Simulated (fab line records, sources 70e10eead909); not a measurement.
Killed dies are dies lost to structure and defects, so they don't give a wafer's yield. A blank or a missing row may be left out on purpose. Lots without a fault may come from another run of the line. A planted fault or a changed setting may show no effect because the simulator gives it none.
fab line records | flow nand_harc
record lots=12 wafers=36 last_day=32
route steps=1302 shown A_ONON_D2@561 A_CHANNEL_HOLE_D2@582 END@1302
lots that met no fault: from a run of the same line without faults
start_h: hours from the record's first day to the start of the lot's first wafer shown | wait_h: hours since the lot's step before | " the same as in the row above | L1.1+2: a row that stands for several wafers | - no value, or no start given | * or withheld: withheld | < > ~ a bound
route shown NAME@n: a module of which the file shows steps, and the number in the route of the first | usual: mean/standard deviation of fault-free wafers | same: alike in all rows | chamber/n: place in a boat | sites: the reading at each site | _std_site: their standard deviation | _edge_site: outer sites' mean less inner sites' | radius_mm: how far each site lies from the wafer's centre | mask NAME#n: copy n | behind: the tool/chamber that last shaped the wafer | hold: why the lot was held/for how many hours/how that ended | device: the transistor (n, p or np) that didn't switch | end of line: the same wafers' tests at the end of the route | a step without rows: its recipe alone | killed: dies lost to structure and defects at the first sort, not the wafer's yield | map: a wafer's dies, x killed, . not, _ none there
set.NAME: the setting as run; set.NAME@STEP: as run at that earlier step | model.NAME: the simulator's own value behind a step, which no gauge read
steps of the route over a sample of lots; a table a step, a row a wafer
services: from which hour (start_h, from the record's first day; less than 0 if before it) a tool's chamber was out of use, for how many hours, and why
## steps
# step NHARC_A_ONON_D2_THK_MEAS_24
# recipe thk_meas_gauge=ellipsometry
# usual thk_nm=1005/7.9
# columns lot.wafer tool chamber start_h wait_h thk_nm
L999.1 film_metro-02 - 293.40 - 1006
L999.2 " - " " 1005
L999.5 " - " " 1007
L101.3 film_metro-02 - 313.00 - 1003
L101.4 " - " " 1002
L101.5 " - " " 1004
L100.2 film_metro-01 - 313.00 - 999
L100.3 " - " " 999
L100.5 " - " " 1000
L103.1 film_metro-01 - 328.14 - 998
L103.2 " - " " 1000
L103.4 " - " " 997
L102.4 film_metro-01 - 334.39 - 1006
L102.5 " - " " 1006
L102.6 " - " " 1009
L104.3 film_metro-02 - 349.78 - 1002
L104.4 " - " " 1001
L104.6 " - " " 1001
L105.1 film_metro-01 - 349.79 - 1001
L105.2 " - " " 1000
L105.5 " - " " 1001
L111.2 film_metro-01 - 409.33 - 1001
L111.3 " - " " 1001
L111.4 " - " " 1001
L112.2 film_metro-01 - 432.35 - 1000
L112.3 " - " " 1003
L112.5 " - " " 1001
L113.2 film_metro-01 - 436.25 - 1020
L113.4 " - " " 1019
L113.5 " - " " 1019
L114.1 film_metro-01 - 452.59 - 1017
L114.4 " - " " 1019
L114.5 " - " " 1020
L120.1 film_metro-02 - 497.32 - 1018
L120.3 " - " " 1018
L120.6 " - " " 1019
# step NHARC_A_CHANNEL_HOLE_D2_CD_MEAS_10
# recipe target_cd_nm=100 landing_energy_ev=500
# usual cd_nm=100.0/0.46
# columns lot.wafer tool chamber start_h wait_h cd_nm
L999.1 cd_sem-03 0 297.91 - 99.5
L999.2 " 0 " " 100.0
L999.5 " 0 " " 100.1
L100.2 cd_sem-01 0 319.00 - 99.6
L100.3 " 0 " " 100.6
L100.5 " 0 " " 99.9
L101.3 cd_sem-03 0 319.22 - 99.6
L101.4 " 0 " " 99.8
L101.5 " 0 " " 99.4
L103.1 cd_sem-01 0 335.47 - 100.5
L103.2 " 0 " " 100.0
L103.4 " 0 " " 99.4
L102.4 cd_sem-02 0 338.85 - 99.8
L102.5 " 0 " " 100.1
L102.6 " 0 " " 99.6
L104.3 cd_sem-03 0 354.32 - 100.4
L104.4 " 0 " " 100.1
L104.6 " 0 " " 99.7
L105.1 cd_sem-01 0 355.12 - 100.6
L105.2 " 0 " " 100.7
L105.5 " 0 " " 100.6
L111.2 cd_sem-02 0 414.49 - 99.7
L111.3 " 0 " " 100.0
L111.4 " 0 " " 99.4
L112.2 cd_sem-02 0 440.74 - 100.3
L112.3 " 0 " " 100.2
L112.5 " 0 " " 99.9
L113.2 cd_sem-03 0 444.27 - 99.4
L113.4 " 0 " " 99.7
L113.5 " 0 " " 100.1
L114.1 cd_sem-01 0 459.51 - 100.0
L114.4 " 0 " " 99.7
L114.5 " 0 " " 100.0
L120.1 cd_sem-01 0 503.74 - 99.9
L120.3 " 0 " " 100.1
L120.6 " 0 " " 100.0
# step NHARC_A_CHANNEL_HOLE_D2_OVL_MEAS_11
# usual overlay_x_nm=0.0/0.84 overlay_y_nm=-0.2/0.83
# columns lot.wafer tool chamber start_h wait_h overlay_x_nm overlay_y_nm
L999.1 overlay-02 - 298.00 - 0.4 -0.3
L999.2 " - " " 0.3 -0.3
L999.5 " - " " 1.3 -0.4
L100.2 overlay-02 - 319.09 - 0.3 0.4
L100.3 " - " " 0.3 -0.2
L100.5 " - " " 0.8 0.3
L101.3 overlay-01 - 319.30 - -0.6 0.0
L101.4 " - " " -0.8 0.2
L101.5 " - " " -0.3 0.3
L103.1 overlay-01 - 335.56 - -0.6 1.4
L103.2 " - " " -1.2 1.0
L103.4 " - " " -0.3 0.6
L102.4 overlay-01 - 338.93 - -0.3 -0.4
L102.5 " - " " -0.8 -1.1
L102.6 " - " " -0.5 -0.6
L104.3 overlay-01 - 354.40 - 0.2 0.4
L104.4 " - " " 0.5 -0.1
L104.6 " - " " 0.4 0.7
L105.1 overlay-01 - 355.21 - 0.6 -1.0
L105.2 " - " " 0.9 -1.4
L105.5 " - " " 0.9 -0.8
L111.2 overlay-02 - 414.57 - 0.1 0.9
L111.3 " - " " 0.3 0.2
L111.4 " - " " -0.5 0.7
L112.2 overlay-02 - 440.83 - -1.0 -0.6
L112.3 " - " " -0.8 -1.0
L112.5 " - " " -1.0 -0.4
L113.2 overlay-02 - 444.36 - 0.5 0.6
L113.4 " - " " 1.0 0.4
L113.5 " - " " 0.6 0.8
L114.1 overlay-02 - 459.60 - -0.6 -0.4
L114.4 " - " " -1.2 -0.2
L114.5 " - " " -1.2 -0.3
L120.1 overlay-01 - 503.83 - -0.2 -1.8
L120.3 " - " " 0.2 -1.3
L120.6 " - " " 0.0 -1.2
# step NHARC_A_CHANNEL_HOLE_D2_ETCH_20
# recipe bias_v=3000 source_w=withheld pressure_mtorr=20 time_s=361.9 ar_flow_sccm=375 c4f8_flow_sccm=89.3 o2_flow_sccm=35.7 temp_c=-20 target_depth_a=16000 chemistry=C4F8/O2/Ar
# usual c4f8_flow_sccm=89.29/0.26 chamber_pressure_mTorr=20.000/0.018 drypump_motor_current_A=6.1/0.35 showerhead_plenum_p_Torr=3.63/0.061 throttle_valve_pct=32.155/0.0093
# columns lot.wafer tool chamber start_h wait_h c4f8_flow_sccm chamber_pressure_mTorr drypump_motor_current_A rf_hours_counter_h showerhead_plenum_p_Torr throttle_valve_pct
L999.1 har_etch-02 1 299.39 0.1 89.25 19.973 5.8 359 3.64 32.141
L999.2 " 0 " " 89.42 20.008 6.6 359 3.73 32.145
L999.5 " 0 " " 89.20 20.029 6.6 - 3.73 32.169
L100.2 har_etch-02 1 320.47 0.1 89.17 20.002 5.8 367 3.64 32.150
L100.3 " 1 " " 89.23 19.980 5.9 - 3.64 32.151
L100.5 " 0 " " 89.20 20.009 6.7 - 3.73 32.156
L101.4 har_etch-01 0 321.01 0.2 88.96 20.013 5.7 - 3.69 32.177
L101.3 " 1 " " 89.13 20.013 6.2 - 3.58 32.156
L101.5 " 1 " " 88.95 19.992 6.1 - 3.58 32.157
L103.1 har_etch-02 0 344.85 0.2 89.28 20.006 6.7 389 3.72 32.153
L103.2 " 0 " " 89.52 19.977 6.6 - 3.71 32.146
L103.4 " 0 " " 89.60 20.045 6.6 - 3.71 32.162
L102.4 har_etch-01 0 346.59 0.2 89.12 20.004 5.7 - 3.69 32.146
L102.6 " 0 " " 89.42 19.999 5.7 - 3.69 32.144
L102.5 " 1 " " 88.98 19.990 6.1 - 3.58 32.150
L104.3 har_etch-01 0 359.09 0.2 89.35 19.999 5.8 - 3.68 32.156
L104.4 " 1 " " 89.45 20.005 6.1 - 3.57 32.176
L104.6 " 1 " " 89.09 20.001 6.1 - 3.57 32.169
L105.2 har_etch-02 1 361.48 0.1 88.98 20.010 5.8 382 3.63 32.156
L105.1 " 0 " " 89.03 19.993 6.6 405 3.71 32.151
L105.5 " 1 " " 89.30 20.007 5.8 - 3.63 32.143
L111.2 har_etch-01 1 416.14 0.1 89.31 19.995 6.2 226 3.55 32.154
L111.3 " 1 " " 89.21 20.009 6.1 - 3.55 32.147
L111.4 " 0 " " 89.92 19.973 5.7 - 3.66 32.138
L112.2 har_etch-01 0 442.22 0.1 - - - - - -
L112.3 " 0 " " - - - - - -
L112.5 " 0 " " - - - - - -
L113.2 har_etch-01 1 446.44 0.1 - - - - - -
L113.4 " 0 " " - - - - - -
L113.5 " 0 " " - - - - - -
L114.1 har_etch-02 1 462.88 0.1 88.88 20.008 5.8 38 3.60 32.165
L114.4 " 1 " " 88.79 19.978 5.8 - 3.60 32.169
L114.5 " 0 " " 89.65 19.993 6.6 - 3.68 32.151
L120.1 har_etch-01 1 508.57 0.1 88.95 20.011 6.2 276 3.52 32.170
L120.3 " 1 " " 89.29 19.998 6.2 - 3.52 32.154
L120.6 " 1 " " 89.11 19.960 6.2 - 3.52 32.157
# step NHARC_A_CHANNEL_HOLE_D2_CD_MEAS_31
# usual cd_nm=90.0/1.1
# columns lot.wafer tool chamber start_h wait_h cd_nm
L999.1 cd_sem-03 - 304.94 - 87.6
L999.2 " - " " 90.4
L999.5 " - " " 89.6
L100.2 cd_sem-03 - 325.85 - 90.7
L100.3 " - " " 90.1
L100.5 " - " " 88.7
L101.3 cd_sem-01 - 343.92 - 90.9
L101.4 " - " " 88.8
L101.5 " - " " 89.8
L102.4 cd_sem-01 - 351.92 - 90.4
L102.5 " - " " 90.6
L102.6 " - " " 89.8
L103.1 cd_sem-02 - 354.36 - 90.8
L103.2 " - " " 90.2
L103.4 " - " " 90.3
L104.3 cd_sem-01 - 364.41 - 90.4
L104.4 " - " " 90.5
L104.6 " - " " 89.7
L105.1 cd_sem-02 - 366.88 - 92.2
L105.2 " - " " 90.4
L105.5 " - " " 90.2
L111.2 cd_sem-03 - 421.55 - 91.1
L111.3 " - " " 90.2
L111.4 " - " " 89.9
L112.2 cd_sem-03 - 447.63 - 0.6
L112.3 " - " " 0.1
L112.5 " - " " 1.3
L113.2 cd_sem-01 - 451.79 - 0.5
L113.4 " - " " 1.9
L113.5 " - " " -0.2
L114.1 cd_sem-02 - 468.24 - 90.4
L114.4 " - " " 89.1
L114.5 " - " " 90.8
L120.1 cd_sem-03 - 513.95 - 91.5
L120.3 " - " " 89.8
L120.6 " - " " 90.5
# step NHARC_A_CHANNEL_HOLE_D2_XSEM_32
# recipe landing_energy_ev=35000
# usual bot_cd_nm=74.6/1.3 bow_nm=8.62/0.25 tilt_deg=0.06/0.049
# columns lot.wafer tool chamber start_h wait_h bot_cd_nm bow_nm tilt_deg
L999.1 xsem-02 0 305.04 0.1 71.6 8.59 0.08
L999.2 " 0 " " 73.5 8.56 0.08
L999.5 " 0 " " 73.1 8.60 0.08
L100.2 xsem-01 0 325.94 0.1 73.9 8.86 0.07
L100.3 " 0 " " 74.1 8.89 0.07
L100.5 " 0 " " 73.5 8.86 0.07
L101.3 xsem-02 0 344.01 0.1 76.4 8.76 0.05
L101.4 " 0 " " 73.5 8.70 0.05
L101.5 " 0 " " 74.3 8.74 0.05
L102.4 xsem-01 0 352.01 0.1 74.3 8.90 -0.02
L102.5 " 0 " " 75.0 8.81 -0.02
L102.6 " 0 " " 73.7 8.85 -0.02
L103.1 xsem-02 0 354.46 0.1 75.4 8.32 0.00
L103.2 " 0 " " 74.8 8.32 0.00
L103.4 " 0 " " 74.2 8.29 0.00
L104.3 xsem-02 0 364.51 0.1 73.5 8.47 0.04
L104.4 " 0 " " 74.9 8.48 0.04
L104.6 " 0 " " 73.4 8.44 0.04
L105.1 xsem-01 0 366.96 0.1 76.9 8.59 0.14
L105.2 " 0 " " 74.7 8.50 0.14
L105.5 " 0 " " 75.1 8.58 0.14
L111.2 xsem-02 0 421.64 0.1 75.8 8.64 0.08
L111.3 " 0 " " 76.1 8.49 0.08
L111.4 " 0 " " 74.8 8.56 0.08
L112.2 xsem-01 0 447.72 0.1 0.1 0.00 0.11
L112.3 " 0 " " 0.0 0.00 0.11
L112.5 " 0 " " 1.0 0.00 0.11
L113.2 xsem-02 0 451.88 0.1 0.7 0.62 0.06
L113.4 " 0 " " 2.2 0.62 0.06
L113.5 " 0 " " 0.4 0.62 0.06
L114.1 xsem-01 0 468.32 0.1 76.9 8.13 0.10
L114.4 " 0 " " 74.0 8.19 0.10
L114.5 " 0 " " 76.2 8.19 0.10
L120.1 xsem-01 0 514.05 0.1 76.2 8.79 0.13
L120.3 " 0 " " 74.6 8.80 0.13
L120.6 " 0 " " 74.4 8.74 0.13
# step NHARC_END_SORT_01
# recipe temp_c=25
# usual killed_at_array=53/18 killed_at_other=1.0/1.2 killed_at_periphery=3.6/2.4 killed_dies=58/18 killed_open=3.4/1.8 killed_short=2.3/1.5
# same gross_dies=677
# columns lot.wafer tool chamber start_h wait_h killed_at_array killed_at_other killed_at_periphery killed_dies killed_open killed_short
L112.2 prober-01 0 717.69 2.8 665 1 11 677 4 2
L112.3 prober-01 0 718.48 3.1 669 1 7 677 5 2
L112.5 prober-01 0 720.07 3.7 672 0 5 677 2 2
L113.2 prober-02 0 717.73 2.8 664 0 13 677 2 2
L113.4 prober-02 0 719.33 3.4 667 0 10 677 3 4
L113.5 prober-02 0 720.13 3.7 667 1 9 677 3 8
# killed by level:class
L112.2 A_CHANNEL_HOLE_D2:area_etch=594 A_CHANNEL_HOLE_D1:chamber_film_flake=31 A_SLIT:chamber_film_flake=17 A_CHANNEL_HOLE_D2:chamber_film_flake=9 A_CONTACT:chamber_film_flake=4 A_BONDPAD:chamber_film_flake=4 P_M0:geometric_particle:open=3 P_CONTACT:chamber_film_flake=3
L113.2 A_CHANNEL_HOLE_D2:area_etch=591 A_CHANNEL_HOLE_D1:chamber_film_flake=35 A_CHANNEL_HOLE_D2:chamber_film_flake=14 P_CONTACT:chamber_film_flake=12 A_SLIT:chamber_film_flake=8 A_BONDPAD:chamber_film_flake=6 A_DECK1_JOINT:chamber_film_flake=3 A_CHANNEL_FILL_D1:geometric_particle:short=1
L112.3 A_CHANNEL_HOLE_D2:area_etch=585 A_SLIT:chamber_film_flake=29 A_CHANNEL_HOLE_D1:chamber_film_flake=22 A_CHANNEL_HOLE_D2:chamber_film_flake=14 A_BONDPAD:chamber_film_flake=5 P_CONTACT:geometric_particle:open=2 P_GATE:chamber_film_flake=2 P_CONTACT:chamber_film_flake=2
L113.4 A_CHANNEL_HOLE_D2:area_etch=615 A_CHANNEL_HOLE_D1:chamber_film_flake=20 A_CHANNEL_HOLE_D2:chamber_film_flake=14 P_CONTACT:chamber_film_flake=5 A_SLIT:chamber_film_flake=4 P_GATE:chamber_film_flake=3 A_CONTACT:chamber_film_flake=3 A_M0:chamber_film_flake=3
L112.5 A_CHANNEL_HOLE_D2:area_etch=598 A_CHANNEL_HOLE_D1:chamber_film_flake=34 A_SLIT:chamber_film_flake=20 A_CHANNEL_HOLE_D2:chamber_film_flake=8 A_CONTACT:chamber_film_flake=5 A_BONDPAD:chamber_film_flake=4 P_GATE:chamber_film_flake=2 P_CONTACT:geometric_particle:open=1
L113.5 A_CHANNEL_HOLE_D2:area_etch=592 A_CHANNEL_HOLE_D1:chamber_film_flake=31 A_CHANNEL_HOLE_D2:chamber_film_flake=21 A_SLIT:chamber_film_flake=8 A_WL_FILL:geometric_particle:short=4 A_BONDPAD:chamber_film_flake=4 P_GATE:chamber_film_flake=3 P_CONTACT:chamber_film_flake=3
## services
# columns tool chamber start_h hours kind
har_etch-02 1 336.91 - consumable_replace:focus_ring
har_etch-02 1 336.91 17.0 scheduled_down
har_etch-02 1 336.91 17.0 vent_cycle
xsem-01 - 374.00 14.0 pm
har_etch-02 - 378.03 17.0 pm
har_etch-02 0 378.03 17.0 vent_cycle
har_etch-02 1 378.03 17.0 vent_cycle
har_etch-02 0 395.03 - clean
har_etch-02 0 395.03 - consumable_replace:focus_ring
har_etch-02 1 395.03 - clean
## key
first_sign step=NHARC_A_CHANNEL_HOLE_D2_ETCH_20 reading=tool_record direction=missing
effect step=NHARC_A_CHANNEL_HOLE_D2_CD_MEAS_31 reading=cd_nm direction=down sigmas=81 usual=90.0 struck=0.7
effect step=NHARC_A_CHANNEL_HOLE_D2_XSEM_32 reading=bot_cd_nm direction=down sigmas=55 usual=74.6 struck=0.8
effect step=NHARC_END_SORT_01 reading=killed_at_array direction=up sigmas=35 usual=53 struck=667
more_kills_born_at NHARC_A_CHANNEL_HOLE_D2_ETCH_20@har_etch-01=3575
met_at NHARC_A_CHANNEL_HOLE_D2_ETCH_20
struck_lots L112,L113
later_rows_left_out L112.2,L112.3,L112.5,L113.2,L113.4,L113.5
tester_left_out L112,L113
not_acting_at NHARC_A_ONON_D2_THK_MEAS_24,NHARC_A_CHANNEL_HOLE_D2_CD_MEAS_10,NHARC_A_CHANNEL_HOLE_D2_OVL_MEAS_11
onset_between 416.14 442.22
fault kind=skipped_step_whole tool=har_etch-01 chamber=- onset_h=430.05 steps=NHARC_A_CHANNEL_HOLE_D2_ETCH_20 scope=struck_lots_only
# tester_left_out: of these lots the tester's yield and bins aren't shown, on N5 and GAA mostly nor the transistor test; their killed dies are dies lost to structure and defects alone, not to doping, threshold or leakage, so they don't give the yield
# later_rows_left_out: the simulator's readings of these wafers behind a module that went badly wrong aren't trusted and aren't shown, but for the sort
